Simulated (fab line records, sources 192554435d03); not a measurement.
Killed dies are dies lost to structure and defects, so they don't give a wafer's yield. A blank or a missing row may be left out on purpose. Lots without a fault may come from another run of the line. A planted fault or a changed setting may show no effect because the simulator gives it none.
fab line records | flow n5_finfet
record lots=6 wafers=17 last_day=18
route steps=1938 shown MIM_BOT_LITHO@1859 MIM_BOT_ETCH@1866 PASS1_CAP@1873 TV_LITHO@1875 PASSIVATION@1936
lots that met no fault: from a run of the same line without faults
start_h: hours from the record's first day to the start of the lot's first wafer shown | wait_h: hours since the lot's step before | " the same as in the row above | L1.1+2: a row that stands for several wafers | - no value, or no start given | * or withheld: withheld | < > ~ a bound
route shown NAME@n: a module of which the file shows steps, and the number in the route of the first | usual: mean/standard deviation of fault-free wafers | same: alike in all rows | chamber/n: place in a boat | sites: the reading at each site | _std_site: their standard deviation | _edge_site: outer sites' mean less inner sites' | radius_mm: how far each site lies from the wafer's centre | mask NAME#n: copy n | behind: the tool/chamber that last shaped the wafer | hold: why the lot was held/for how many hours/how that ended | device: the transistor (n, p or np) that didn't switch | end of line: the same wafers' tests at the end of the route | a step without rows: its recipe alone | killed: dies lost to structure and defects at the first sort, not the wafer's yield | map: a wafer's dies, x killed, . not, _ none there
set.NAME: the setting as run; set.NAME@STEP: as run at that earlier step | model.NAME: the simulator's own value behind a step, which no gauge read
lots at some steps of the route; a table a step, a row a wafer
services: from which hour (start_h, from the record's first day; less than 0 if before it) a tool's chamber was out of use, for how many hours, and why
## steps
# step N5_MIM_BOT_LITHO_PEB_06
# recipe peb_temp_c=withheld peb_time_s=*
# step N5_MIM_BOT_LITHO_DEVELOP_07
# recipe develop_time_s=60 rinse_liquid=diw dry=air_spin dev_temp_c=21
# step N5_MIM_BOT_LITHO_HARDBAKE_09
# recipe temp_c=130 time_s=120
# step N5_MIM_BOT_LITHO_CD_MEAS_08
# recipe target_cd_nm=3000 landing_energy_ev=500 detector=se_inlens polarity=opening
# usual cd_nm=2999.6/2.5
# columns lot.wafer tool chamber start_h wait_h cd_nm
L958.2 cd_sem-02 0 257.39 - 2999.9
L958.3 " 0 " " 3003.4
L958.5 " 0 " " 2999.1
L963.3 cd_sem-03 0 293.89 - 3003.0
L963.4 " 0 " " 3000.9
L963.6 " 0 " " 2999.2
L966.2 cd_sem-01 0 302.92 - 3000.4
L966.5 " 0 " " 3003.0
L966.6 " 0 " " 3002.5
L964.1 cd_sem-01 0 305.91 - 3000.1
L964.4 " 0 " " 2996.5
L964.6 " 0 " " 2998.4
L975.1 cd_sem-03 0 399.37 - 3005.6
L975.5 " 0 " " 3002.7
L976.1 cd_sem-01 0 408.48 - 2999.0
L976.3 " 0 " " 2997.7
L976.5 " 0 " " 2999.7
# step N5_MIM_BOT_LITHO_OVL_MEAS_11
# recipe points_per_wafer=44
# usual MIM_BOT_OVL=-3/5.2
# columns lot.wafer tool chamber start_h wait_h MIM_BOT_OVL[nm]
L958.2 overlay-02 0 257.42 0.0 3
L958.3 " 0 " " -2
L958.5 " 0 " " -2
L963.3 overlay-01 0 293.92 0.0 -2
L963.4 " 0 " " -5
L963.6 " 0 " " -7
L966.2 overlay-02 0 302.95 0.0 0
L966.5 " 0 " " -5
L966.6 " 0 " " -13
L964.1 overlay-02 0 305.94 0.0 -1
L964.4 " 0 " " -1
L964.6 " 0 " " 0
L975.1 overlay-01 0 399.40 0.0 5
L975.5 " 0 " " 3
L976.1 overlay-01 0 408.51 0.0 -3
L976.3 " 0 " " -6
L976.5 " 0 " " -3
# step N5_MIM_BOT_LITHO_INSPECT_12
# recipe mode=adi inspect_instrument=macro
# usual raw_defect_count=1.8/1.3
# columns lot.wafer tool chamber start_h wait_h raw_defect_count
L958.2 defect_inspect-01 - 257.44 0.0 0
L958.3 " - " " 4
L958.5 " - " " 2
L963.3 defect_inspect-01 - 293.94 0.0 3
L963.4 " - " " 0
L963.6 " - " " 1
L966.2 defect_inspect-01 - 302.97 0.0 1
L966.5 " - " " 4
L966.6 " - " " 0
L964.1 defect_inspect-01 - 305.97 0.0 1
L964.4 " - " " 1
L964.6 " - " " 2
L975.1 defect_inspect-02 - 399.42 0.0 3
L975.5 " - " " 0
L976.1 defect_inspect-02 - 408.53 0.0 0
L976.3 " - " " 1
L976.5 " - " " 3
# step N5_MIM_BOT_LITHO_DESCUM_10
# recipe chemistry=O2 time_s=7.9 source_power_w=50 bias_power_w=20 pressure_mtorr=20 rf_frequency_hz=2.712e+07 temp_c=40 o2_flow_sccm=225
# usual bias_power_w=20.00/0.063 drypump_motor_current_A=5.4/0.45 oes_product_au=0.78/0.057 rf_vpp_V=243.9/1.2 showerhead_plenum_p_Torr=2.14/0.062 throttle_valve_pct=20.45/0.24
# columns lot.wafer tool chamber start_h wait_h bias_power_w drypump_motor_current_A oes_product_au rf_hours_counter_h rf_vpp_V showerhead_plenum_p_Torr throttle_valve_pct
L958.2 rie_diel-05 0 257.48 0.0 20.09 5.4 0.85 84 242.4 2.02 20.48
L958.3 " 3 " " 20.01 5.1 0.82 110 242.4 2.12 20.66
L958.5 " 0 " " 20.10 5.4 0.84 - 241.7 2.02 20.49
L963.3 rie_diel-02 3 293.98 0.0 19.90 5.2 0.73 168 243.0 2.10 20.61
L963.4 " 2 " " 19.93 6.4 0.80 92 245.3 2.18 20.29
L963.6 " 1 " " 20.00 5.0 0.76 - 246.1 2.21 20.60
L966.2 rie_diel-05 2 303.00 0.0 20.09 5.1 0.92 29 243.6 2.14 20.12
L966.5 " 3 " " 19.93 5.1 0.80 - 241.4 2.12 20.67
L966.6 " 2 " " 20.02 5.1 0.92 - 244.2 2.14 20.13
L964.1 rie_diel-01 1 306.00 0.0 19.95 5.7 0.81 72 244.0 2.21 20.71
L964.4 " 2 " " 20.06 5.2 0.76 135 242.9 2.08 19.99
L964.6 " 2 " " 20.08 5.2 0.76 - 245.0 2.07 19.99
L975.1 rie_diel-01 0 399.46 0.0 20.10 6.0 0.86 59 245.4 2.19 20.21
L975.5 " 3 " " 19.98 5.7 0.70 - 243.2 2.08 20.86
L976.1 rie_diel-01 2 408.57 0.0 19.96 5.2 0.72 169 244.4 2.06 20.04
L976.3 " 1 " " 20.08 5.7 0.76 106 244.5 2.19 20.74
L976.5 " 1 " " 20.15 5.7 0.77 - 244.4 2.19 20.76
# step N5_MIM_BOT_ETCH_ETCH_04
# recipe chemistry=CF4/O2 target=SiNx target_depth_a=260 time_s=13 ion_energy_ev=100 pressure_mtorr=40 source_w=535 bias_w=49 Ar_flow_sccm=100 cf4_flow_sccm=100 O2_flow_sccm=10
# usual drypump_motor_current_A=5.4/0.45 oes_product_au=0.77/0.059 rf_vpp_V=244/5 showerhead_plenum_p_Torr=2.24/0.057 throttle_valve_pct=16.00/0.24
# columns lot.wafer tool chamber start_h wait_h drypump_motor_current_A oes_product_au rf_hours_counter_h rf_vpp_V showerhead_plenum_p_Torr throttle_valve_pct
L958.2 rie_diel-05 0 257.54 0.0 5.4 0.87 84 237 2.14 16.08
L958.3 " 3 " " 5.1 0.81 110 247 2.22 16.12
L958.5 " 0 " " 5.4 0.87 - 236 2.14 16.06
L963.3 rie_diel-02 3 294.04 0.0 5.2 0.75 168 242 2.20 16.21
L963.4 " 2 " " 6.3 0.78 92 237 2.31 15.97
L963.6 " 1 " " 5.0 0.74 - 243 2.31 16.00
L966.2 rie_diel-05 2 303.07 0.0 5.2 0.90 29 243 2.24 15.58
L966.5 " 3 " " 5.1 0.79 - 247 2.21 16.13
L966.6 " 2 " " 5.2 0.90 - 243 2.24 15.57
L964.1 rie_diel-01 1 306.07 0.0 5.7 0.80 72 249 2.32 16.21
L964.4 " 2 " " 5.2 0.73 135 248 2.20 15.70
L964.6 " 2 " " 5.2 0.72 - 246 2.20 15.71
L975.1 rie_diel-01 0 399.52 0.0 6.0 0.87 59 248 2.30 15.78
L975.5 " 3 " " 5.7 0.70 - 240 2.20 16.52
L976.1 rie_diel-01 2 408.63 0.0 5.2 0.70 169 246 2.19 15.76
L976.3 " 1 " " 5.7 0.76 106 249 2.31 16.28
L976.5 " 1 " " 5.7 0.75 - 249 2.31 16.30
# step N5_MIM_BOT_ETCH_ETCH_03
# recipe chemistry=Cl2/BCl3 target_depth_a=120 pressure_mtorr=8 icp_w=800 bias_w=100 Cl2_flow_sccm=20 bcl3_flow_sccm=80
# step N5_MIM_BOT_ETCH_ETCH_00
# recipe chemistry=Cl2/BCl3 target=TiN target_depth_a=455 ion_energy_ev=150 pressure_mtorr=10 icp_w=1000 bias_w=126 Cl2_flow_sccm=53.25 bcl3_flow_sccm=21.75 Ar_flow_sccm=25
# usual drypump_motor_current_A=5.7/0.39 oes_product_au=0.78/0.073 throttle_valve_pct=21.82/0.25
# columns lot.wafer tool chamber start_h wait_h drypump_motor_current_A oes_product_au rf_hours_counter_h throttle_valve_pct
L958.2 rie_metal-02 1 257.72 0.1 6.4 0.74 47 21.43
L958.3 " 1 " " 6.3 0.74 - 21.43
L958.5 " 0 " " 5.6 0.72 - 21.74
L963.3 rie_metal-01 0 294.26 0.1 5.2 0.87 - 22.07
L963.4 " 1 " " 5.5 0.91 - 22.03
L963.6 " 0 " " 5.1 0.88 - 22.08
L966.2 rie_metal-01 0 303.25 0.1 5.1 0.88 21 22.07
L966.5 " 1 " " 5.5 0.91 - 22.03
L966.6 " 0 " " 5.2 0.86 - 22.10
L964.1 rie_metal-01 0 306.25 0.1 5.2 0.86 22 22.09
L964.4 " 0 " " 5.2 0.86 - 22.09
L964.6 " 0 " " 5.2 0.86 - 22.08
L975.1 rie_metal-03 1 399.70 0.1 5.9 0.76 57 21.99
L975.5 " 1 " " 5.9 0.75 - 22.00
L976.1 rie_metal-01 1 408.81 0.1 5.5 0.87 19 22.04
L976.3 " 1 " " 5.5 0.86 - 22.06
L976.5 " 0 " " 5.2 0.83 - 22.11
# step N5_MIM_BOT_ETCH_STRIP_01
# recipe chemistry=O2 power_w=600 temp_c=60 pressure_mtorr=30 rf_frequency_hz=6e+07 bias_power_w=0 overash_fraction=0.5 o2_flow_sccm=225
# step N5_MIM_BOT_ETCH_STRIP_02
# recipe chemistry=post_etch_residue_remover time_s=1200 temp_c=72.5
# step N5_MIM_BOT_ETCH_CLEAN_05
# recipe chemistry=IPA time_s=180 temp_c=25
# columns lot.wafer tool chamber start_h wait_h
L958.2+3+5 wet_bench-01 5,4,6 258.32 0.0
L963.3+4+6 wet_bench-04 6,0,5 294.82 0.0
L966.2+5+6 wet_bench-01 2,7,1 303.79 0.0
L964.1+4+6 wet_bench-01 7,0,4 306.84 0.0
L975.1+5 wet_bench-04 0,7 400.27 0.0
L976.1+3+5 wet_bench-04 5,6,2 409.35 0.0
# step N5_MIM_BOT_ETCH_SRD_06
# recipe dry=ipa_marangoni time_s=30 temp_c=23 rinse_liquid=diw
# step N5_PASSIVATION_PECVD_55
# recipe material=SiO2 target_thk_a=4000 temp_c=400 precursor=SiH4/N2O pressure_torr=2.7 rf_w=608 time_s=22.5
# usual heater_power_w=688/120 showerhead_plenum_p_Torr=8.22/0.13 throttle_valve_pct=51.0/1.7
# columns lot.wafer tool chamber start_h wait_h heater_power_w showerhead_plenum_p_Torr since_wet_clean_h throttle_valve_pct
L958.2 pecvd-04 1 258.42 0.0 872 8.22 2050 50.3
L958.3 " 0 " " 637 8.30 1325 51.6
L958.5 " 2 " " 911 8.48 - 49.9
L963.3 pecvd-03 2 294.93 0.0 638 8.15 245 49.3
L963.4 " 0 " " 582 8.05 - 52.0
L963.6 " 1 " " 591 8.18 - 53.8
L966.2 pecvd-03 2 303.89 0.0 648 8.16 254 49.3
L966.5 " 2 " " 510 8.15 - 49.3
L966.6 " 0 " " 626 8.08 - 51.8
L964.1 pecvd-03 1 306.94 0.0 692 8.18 1736 53.7
L964.4 " 0 " " 694 8.07 - 51.7
L964.6 " 2 " " 620 8.17 - 49.3
L975.1 pecvd-01 2 400.37 0.0 633 8.20 169 48.0
L975.5 " 0 " " 800 8.31 - 51.4
L976.1 pecvd-04 0 409.45 0.0 603 8.31 1476 51.6
L976.3 " 2 " " 933 8.48 - 51.4
L976.5 " 0 " " 645 8.33 - 51.5
# step N5_PASSIVATION_PECVD_01
# recipe material=SiNx target_thk_a=2000 temp_c=400 precursor=SiH4/NH3/N2 pressure_torr=4.9 rf_w=1406 time_s=43.2
# usual heater_power_w=409/120 showerhead_plenum_p_Torr=8.72/0.087 throttle_valve_pct=28.8/0.92
# columns lot.wafer tool chamber start_h wait_h heater_power_w showerhead_plenum_p_Torr since_wet_clean_h throttle_valve_pct
L958.2 pecvd-04 1 258.45 0.0 590 8.71 2050 28.5
L958.3 " 0 " " 403 8.78 1325 29.3
L958.5 " 2 " " 669 8.88 - 28.4
L963.3 pecvd-03 2 294.96 0.0 366 8.67 245 28.1
L963.4 " 0 " " 319 8.61 - 29.3
L963.6 " 1 " " 358 8.70 - 30.4
L966.2 pecvd-03 2 303.92 0.0 345 8.69 254 27.9
L966.5 " 2 " " 363 8.65 - 27.9
L966.6 " 0 " " 282 8.60 - 29.3
L964.1 pecvd-03 1 306.97 0.0 280 8.66 1736 30.5
L964.4 " 0 " " 399 8.61 - 29.2
L964.6 " 2 " " 319 8.67 - 27.9
L975.1 pecvd-01 2 400.40 0.0 382 8.73 169 27.4
L975.5 " 0 " " 552 8.80 - 29.2
L976.1 pecvd-04 0 409.50 0.0 361 8.78 1476 29.1
L976.3 " 2 " " 592 8.90 - 29.2
L976.5 " 0 " " 395 8.77 - 29.0
# step N5_PASSIVATION_HMDS_03
# recipe time_s=60 temp_c=120
# step N5_PASSIVATION_COAT_04
# recipe spin_rpm=* resist_thk_nm=*
# step N5_PASSIVATION_EBR_06
# recipe solvent=PGMEA ebr_width_mm=1.5
# step N5_PASSIVATION_SOFTBAKE_05
# recipe temp_c=100 time_s=90
# step N5_PASSIVATION_EXPOSE_07
# recipe mask_id=TV na=0.55 source_shape=conventional sigma_outer=0.8 polarization=unpolarized defocus_nm=0 target_cd_nm=3000 dose_mj=22.75
# step N5_PASSIVATION_PEB_08
# recipe peb_temp_c=withheld peb_time_s=*
# step N5_PASSIVATION_DEVELOP_09
# recipe develop_time_s=60 rinse_liquid=diw dry=air_spin dev_temp_c=21
# step N5_PASSIVATION_HARDBAKE_11
# recipe temp_c=130 time_s=120
# step N5_PASSIVATION_CD_MEAS_10
# recipe target_cd_nm=3000 landing_energy_ev=500 detector=se_inlens
# usual cd_nm=3000/3.3
# columns lot.wafer tool chamber start_h wait_h cd_nm
L958.2 cd_sem-01 0 259.76 - 3003
L958.3 " 0 " " 3001
L958.5 " 0 " " 3002
L963.3 cd_sem-01 0 295.39 - 3000
L963.4 " 0 " " 3007
L963.6 " 0 " " 3000
L966.2 cd_sem-03 0 306.24 - 2997
L966.5 " 0 " " 2995
L966.6 " 0 " " 2996
L964.1 cd_sem-02 0 309.02 - 2999
L964.4 " 0 " " 2999
L964.6 " 0 " " 2998
L975.1 cd_sem-03 0 400.95 - 3002
L975.5 " 0 " " 3000
L976.1 cd_sem-03 0 413.28 - 3001
L976.3 " 0 " " 2999
L976.5 " 0 " " 2993
# step N5_PASSIVATION_OVL_MEAS_60
# recipe points_per_wafer=44
# usual TV_OVL=-2/5.6
# columns lot.wafer tool chamber start_h wait_h TV_OVL[nm]
L958.2 overlay-02 0 259.79 0.0 -8
L958.3 " 0 " " -10
L958.5 " 0 " " 1
L963.3 overlay-02 0 295.42 0.0 -3
L963.4 " 0 " " 10
L963.6 " 0 " " -1
L966.2 overlay-01 0 306.27 0.0 2
L966.5 " 0 " " 0
L966.6 " 0 " " 1
L964.1 overlay-01 0 309.05 0.0 -1
L964.4 " 0 " " 3
L964.6 " 0 " " -3
L975.1 overlay-02 0 400.98 0.0 -6
L975.5 " 0 " " -4
L976.1 overlay-01 0 413.32 0.0 -2
L976.3 " 0 " " -10
L976.5 " 0 " " -4
# step N5_PASSIVATION_INSPECT_61
# recipe mode=adi inspect_instrument=macro
# usual raw_defect_count=2.0/1.4
# columns lot.wafer tool chamber start_h wait_h raw_defect_count
L958.2 defect_inspect-02 - 259.81 0.0 1
L958.3 " - " " 2
L958.5 " - " " 1
L963.3 defect_inspect-01 - 295.44 0.0 0
L963.4 " - " " 5
L963.6 " - " " 4
L966.2 defect_inspect-01 - 306.30 0.0 >300
L966.5 " - " " >300
L966.6 " - " " >300
L964.1 defect_inspect-02 - 309.08 0.0 >300
L964.4 " - " " >300
L964.6 " - " " >300
L975.1 defect_inspect-02 - 401.00 0.0 3
L975.5 " - " " 2
L976.1 defect_inspect-02 - 413.34 0.0 1
L976.3 " - " " 3
L976.5 " - " " 0
# step N5_PASSIVATION_DESCUM_12
# recipe chemistry=O2 time_s=7.9 source_power_w=50 bias_power_w=20 pressure_mtorr=20 rf_frequency_hz=2.712e+07 temp_c=40 o2_flow_sccm=225
# step N5_PASSIVATION_PROBE_49
# usual defect_limited_yield=90.9/1.6 killed_at_M0_to_M3=34/10 killed_at_M4_up=13/5.4 killed_at_contacts=13/6 killed_at_front_end=42/13 killed_at_other=4/3.2 killed_dies=107/18 killed_on_rim=14/4.2 killed_open=69/14 killed_short=35/7.7 sort_bin_5_function=5.3/1 sort_bin_6_memory=3.3/0.75 sort_n_pass=1073/19 sort_yield_pct=90.9/1.6
# same gross_dies=1180 killed_at_back_side=0 sort_bin_4_leakage[%]=0 sort_bin_8_speed[%]=0
# columns lot.wafer tool chamber start_h wait_h defect_limited_yield[%] killed_at_M0_to_M3 killed_at_M4_up killed_at_contacts killed_at_front_end killed_at_other killed_dies killed_on_rim killed_open killed_short sort_bin_5_function[%] sort_bin_6_memory[%] sort_n_pass sort_yield_pct[%]
L958.2 prober-02 - 266.89 0.1 90.1 24 26 30 35 2 117 12 81 32 5.6 3.7 1063 90.1
L958.3 prober-02 - 266.94 0.1 91.4 26 14 25 37 0 102 17 71 29 5.1 3.5 1078 91.4
L958.5 prober-02 - 267.04 0.2 88.5 30 20 16 63 7 136 17 79 45 7.4 3.8 1044 88.5
L963.3 prober-01 - 304.97 0.1 92.4 37 8 9 33 3 90 15 58 26 3.8 3.4 1090 92.4
L963.4 prober-01 - 305.02 0.2 91.9 28 11 17 38 1 95 5 66 28 5.0 2.3 1085 91.9
L963.6 prober-01 - 305.12 0.3 92.0 25 14 11 42 2 94 8 60 30 4.5 3.0 1086 92.0
L966.2 prober-02 - 312.66 0.1 84.9 20 13 0 37 108 178 25 39 31 8.6 3.1 1002 84.9
L966.5 prober-02 - 312.81 0.2 87.0 22 11 7 27 86 153 33 36 27 7.1 2.3 1027 87.0
L966.6 prober-02 - 312.86 0.3 83.0 26 7 7 18 143 201 22 32 26 10.3 2.7 979 83.0
L964.1 prober-02 - 315.58 0.0 85.2 35 13 14 39 74 175 31 68 29 8.7 3.1 1005 85.2
L964.4 prober-02 - 315.73 0.2 84.2 22 14 4 68 79 187 43 63 34 9.7 3.1 993 84.2
L964.6 prober-02 - 315.83 0.3 79.0 25 4 12 57 150 248 31 67 27 13.2 4.2 932 79.0
L975.1 prober-02 - 407.78 0.0 91.9 31 11 18 35 1 96 11 56 30 4.7 3.3 1084 91.9
L975.5 prober-02 - 407.98 0.2 93.2 39 7 5 25 4 80 14 47 32 3.6 3.0 1100 93.2
L976.1 prober-02 - 420.80 0.0 90.3 20 21 13 58 3 115 18 74 40 6.5 2.9 1065 90.3
L976.3 prober-02 - 420.90 0.1 90.2 30 11 8 58 9 116 16 63 44 6.0 3.6 1064 90.2
L976.5 prober-02 - 421.00 0.2 93.3 28 6 11 33 1 79 6 47 31 4.2 2.2 1101 93.3
# killed by level:class
L958.2 MOL_CONTACT_COAG:geometric_particle:open=25 BEOL_M4:geometric_particle:open=10 FIN_SAQP:geometric_particle:open=9 BEOL_M0_SAQP:geometric_particle:open=9 STI_FIN_REVEAL:geometric_particle:open=7 BEOL_M0_SAQP:geometric_particle:short=7 MOL_CONTACT_COAG:geometric_particle:short=4 STARTING-WAFER:geometric_particle:open=4
L958.3 MOL_CONTACT_COAG:geometric_particle:open=20 STI_FIN_REVEAL:geometric_particle:open=11 BEOL_M0_SAQP:geometric_particle:open=9 BEOL_M0_SAQP:geometric_particle:short=8 FIN_SAQP:geometric_particle:open=5 GATE_CUT:geometric_particle:short=5 GATE_CUT:geometric_particle:open=5 MOL_CONTACT_COAG:geometric_particle:short=4
L958.5 STI_FIN_REVEAL:geometric_particle:open=20 FIN_SAQP:geometric_particle:short=14 MOL_CONTACT_COAG:geometric_particle:open=14 FIN_SAQP:geometric_particle:open=11 BEOL_M0_SAQP:geometric_particle:short=11 BEOL_M4:geometric_particle:open=10 BEOL_M0_SAQP:geometric_particle:open=7 PASSIVATION:area_etch=6
L963.3 STI_FIN_REVEAL:geometric_particle:open=8 BEOL_M3:geometric_particle:open=8 BEOL_M0_SAQP:geometric_particle:short=8 BEOL_M2:geometric_particle:open=8 MOL_CONTACT_COAG:geometric_particle:open=6 FIN_SAQP:geometric_particle:open=5 BEOL_M1:geometric_particle:open=5 FIN_CUT:area_etch=5
L963.4 MOL_CONTACT_COAG:geometric_particle:open=16 FIN_SAQP:geometric_particle:short=11 BEOL_M1:geometric_particle:open=10 FIN_SAQP:geometric_particle:open=8 BEOL_M4:geometric_particle:open=7 BEOL_M0_SAQP:geometric_particle:open=6 STI_FIN_REVEAL:geometric_particle:open=4 DUMMY_GATE:geometric_particle:open=4
L963.6 FIN_SAQP:geometric_particle:short=12 STI_FIN_REVEAL:geometric_particle:open=10 MOL_CONTACT_COAG:geometric_particle:open=9 BEOL_M2:geometric_particle:open=9 FIN_SAQP:geometric_particle:open=8 DUMMY_GATE:geometric_particle:open=4 BEOL_M0_SAQP:geometric_particle:short=4 BEOL_M1:geometric_particle:open=4
L966.2 MIM_BOT_ETCH:unspecified=107 FIN_SAQP:geometric_particle:short=13 FIN_SAQP:geometric_particle:open=12 BEOL_M4:geometric_particle:open=6 BEOL_M0_SAQP:geometric_particle:short=4 BEOL_M0_SAQP:geometric_particle:open=4 STARTING-WAFER:geometric_particle:short=4 DUMMY_GATE:geometric_particle:open=3
L966.5 MIM_BOT_ETCH:unspecified=81 HKMG_FIN:area_etch=8 BEOL_M0_SAQP:geometric_particle:short=5 BEOL_M4:geometric_particle:open=5 FIN_SAQP:geometric_particle:short=4 STI_FIN_REVEAL:geometric_particle:open=4 MOL_CONTACT_COAG:geometric_particle:open=4 BEOL_M1:geometric_particle:open=4
L966.6 MIM_BOT_ETCH:unspecified=143 BEOL_M0_SAQP:geometric_particle:short=8 BEOL_M1:geometric_particle:open=6 STI_FIN_REVEAL:geometric_particle:open=5 MOL_CONTACT_COAG:geometric_particle:short=4 BEOL_M0_SAQP:geometric_particle:open=4 FIN_SAQP:geometric_particle:short=3 MOL_CONTACT_COAG:geometric_particle:open=3
L964.1 MIM_BOT_ETCH:unspecified=74 STI_FIN_REVEAL:geometric_particle:open=16 BEOL_M0_SAQP:geometric_particle:open=12 MOL_CONTACT_COAG:geometric_particle:open=11 BEOL_M1:geometric_particle:open=6 FIN_SAQP:geometric_particle:short=5 BEOL_M4:geometric_particle:open=5 BEOL_M0_SAQP:geometric_particle:short=5
L964.4 MIM_BOT_ETCH:unspecified=78 STI_FIN_REVEAL:geometric_particle:open=18 FIN_SAQP:geometric_particle:open=17 HKMG_FIN:area_etch=10 BEOL_M3:geometric_particle:open=7 STI_FIN_REVEAL:geometric_particle:short=5 BEOL_M0_SAQP:geometric_particle:short=5 FIN_SAQP:geometric_particle:short=4
L964.6 MIM_BOT_ETCH:unspecified=149 STI_FIN_REVEAL:geometric_particle:open=15 FIN_SAQP:geometric_particle:open=13 FIN_SAQP:geometric_particle:short=6 DUMMY_GATE:geometric_particle:open=6 MOL_CONTACT_COAG:geometric_particle:open=6 MOL_CONTACT_COAG:geometric_particle:short=6 BEOL_M0_SAQP:geometric_particle:short=5
L975.1 MOL_CONTACT_COAG:geometric_particle:open=14 FIN_SAQP:geometric_particle:open=8 BEOL_M1:geometric_particle:open=7 BEOL_M3:geometric_particle:short=7 STI_FIN_REVEAL:geometric_particle:open=6 BEOL_M0_SAQP:geometric_particle:short=6 BEOL_M4:geometric_particle:open=4 FIN_CUT:area_etch=4
L975.5 BEOL_M0_SAQP:geometric_particle:short=12 BEOL_M1:geometric_particle:open=10 BEOL_M0_SAQP:geometric_particle:open=8 DUMMY_GATE:geometric_particle:open=5 BEOL_M2:geometric_particle:open=5 FIN_SAQP:geometric_particle:open=4 FIN_SAQP:geometric_particle:short=4 MOL_CONTACT_COAG:geometric_particle:open=4
L976.1 STI_FIN_REVEAL:geometric_particle:open=18 FIN_SAQP:geometric_particle:open=13 MOL_CONTACT_COAG:geometric_particle:open=11 FIN_SAQP:geometric_particle:short=8 STARTING-WAFER:geometric_particle:short=8 BEOL_M0_SAQP:geometric_particle:short=8 BEOL_M4:geometric_particle:open=7 BEOL_M5:geometric_particle:open=7
L976.3 FIN_SAQP:geometric_particle:short=15 BEOL_M3:geometric_particle:open=12 FIN_SAQP:geometric_particle:open=10 STI_FIN_REVEAL:geometric_particle:open=9 MOL_CONTACT_COAG:geometric_particle:open=7 FIN_CUT:area_etch=7 PAD_METAL:geometric_particle:short=6 DUMMY_GATE:geometric_particle:open=5
L976.5 FIN_SAQP:geometric_particle:open=9 BEOL_M3:geometric_particle:open=9 FIN_SAQP:geometric_particle:short=8 MOL_CONTACT_COAG:geometric_particle:open=7 BEOL_M0_SAQP:geometric_particle:short=7 BEOL_M0_SAQP:geometric_particle:open=7 DUMMY_GATE:geometric_particle:open=4 MOL_CONTACT_COAG:geometric_particle:short=4
# map L964.6 (x killed, . not)
_________________............________________
______________.........x.....xx._____________
___________.........x.....x........__________
__________x.x...x.x.....x..x......x._________
________.............................._______
_______..x........x.....x....x...x.x.x.______
______............x.....x.....x.xxxxxxxx_____
_____...........x..x.......x.x.xxxxxxxxxx____
____.........................xxxxxxxxxxxxx___
___.xx.....x...............x.xxxxxxxxxxxxxx__
___..............x......x..x.xxxxxxxxxxxxxx__
__...........xx.............xxxxxxxxxxxxxxxx_
__................x.x.....x.xxxxxxxxxxxxxxxx_
_.....x................x....xxxxxxxxxxxxxxxxx
_........................x.x..xxxxxxxxxxxx...
_...........x..................xxxxxxxxxxxx.x
_........x.......x...x.....xx...xx.xxxx.x....
_.x.............................x..x..x.x....
_x...................x....x..............x...
_....x.............x.......x......x.x...x....
_............................x.........x.....
__x................x...........x.......x...._
__.........x................................_
___..........x.............................__
___......x..x.x.......x......x...x.........__
____.......xx.........x......x............___
_____x..............x..........x.......x.____
______..x...................x.x......x.._____
_______......x......x......x....x....x.______
________.....x........................_______
__________.x...........x.x.x.....x.x_________
___________..........x.....x.x.....__________
______________...x...x.........._____________
_________________.x......x...________________
# map L966.6 (x killed, . not)
_________________......x.....________________
______________......x..........._____________
___________........................__________
__________.................x....x..._________
________.......................x......_______
_______................................______
______..x..........x..............x....._____
_____x.xx..............x........x........____
____xxxxxxxx.............x................___
___xxxxxxxxx..................x............__
___xxxxxxxxx...............................__
__xxxxxxxxxxxx.x.....x...x.................._
__xxxxxxxxxxx.x.x....x...x....x.......x....._
_xxxxxxxxxxxxx.x........................x....
_xxxxxxxxxxxxx...............................
_xxxxxxxxxxxx..................x.............
_xxxxxxxxxxxxxx........................x.....
_.xxxxxxxxxxx....x..x............x........x..
_.xxxxxxx.xxxxx..............................
_xxxxxxxxx.x.................................
_..xxxx..xx...............................x..
__.......x......x..........................._
__x.....x..........x....x..................x_
___........x..x......x..x...............x.x__
___.............x.......x..................__
____.....x.....................x..........___
_____....................................____
______..........x......x..............x._____
_______..........................x.....______
________.........x...................._______
__________........x..x.............._________
___________...x.....x.....x........__________
______________.................._____________
_________________...........x________________
## services
# columns tool chamber start_h hours kind
pecvd-01 - 242.73 2.0 repair
rie_diel-05 3 264.39 4.8 repair
pecvd-01 1 268.27 3.6 repair
rie_metal-01 - 272.73 0.1 repair
rie_diel-05 - 272.79 2.8 pm
rie_diel-01 1 293.56 7.0 repair
rie_diel-05 0 301.41 5.1 repair
rie_metal-02 - 307.13 0.8 repair
pecvd-01 2 314.61 4.8 repair
rie_diel-02 2 322.94 2.0 repair
pecvd-04 0 328.05 5.5 scheduled_down
pecvd-01 - 337.11 14.6 pm
pecvd-03 1 350.32 2.1 scheduled_down
pecvd-04 - 350.50 5.5 pm
rie_metal-03 1 354.96 15.2 repair
pecvd-04 - 359.46 1.0 repair
rie_diel-05 0 366.04 5.1 repair
pecvd-04 - 370.94 11.4 repair
rie_diel-01 - 373.38 0.9 repair
rie_metal-02 1 380.45 2.3 repair
pecvd-04 1 383.62 - clean
pecvd-04 1 383.62 - consumable_replace:showerhead
pecvd-04 1 383.62 29.0 scheduled_down
pecvd-04 1 383.62 29.0 vent_cycle
## key
first_sign step=N5_PASSIVATION_INSPECT_61 reading=raw_defect_count direction=up sigmas=99+ usual=2.0 struck=>300
effect step=N5_PASSIVATION_PROBE_49 reading=killed_at_other direction=up sigmas=32 usual=4 struck=107
more_kills_born_at N5_MIM_BOT_ETCH_CLEAN_05@wet_bench-01=632
met_at N5_MIM_BOT_ETCH_CLEAN_05
struck_wafers L964.1,L964.4,L964.6,L966.2,L966.5,L966.6
baseline_loss step=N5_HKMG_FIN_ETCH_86 wafers=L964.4
onset_between 258.32 303.79
also_fits N5_PASSIVATION_PECVD_55:pecvd-03,N5_PASSIVATION_PECVD_01:pecvd-03
fault kind=chamber_particle_source tool=wet_bench-01 chamber=- onset_h=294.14 steps=N5_MIM_BOT_ETCH_CLEAN_05 rate_per_visit_cm2=1.8769 end_h=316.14
# baseline_loss: these wafers lose ten dies or more at that step, a loss of the line's own and not of a fault; the sort's usual values leave them out
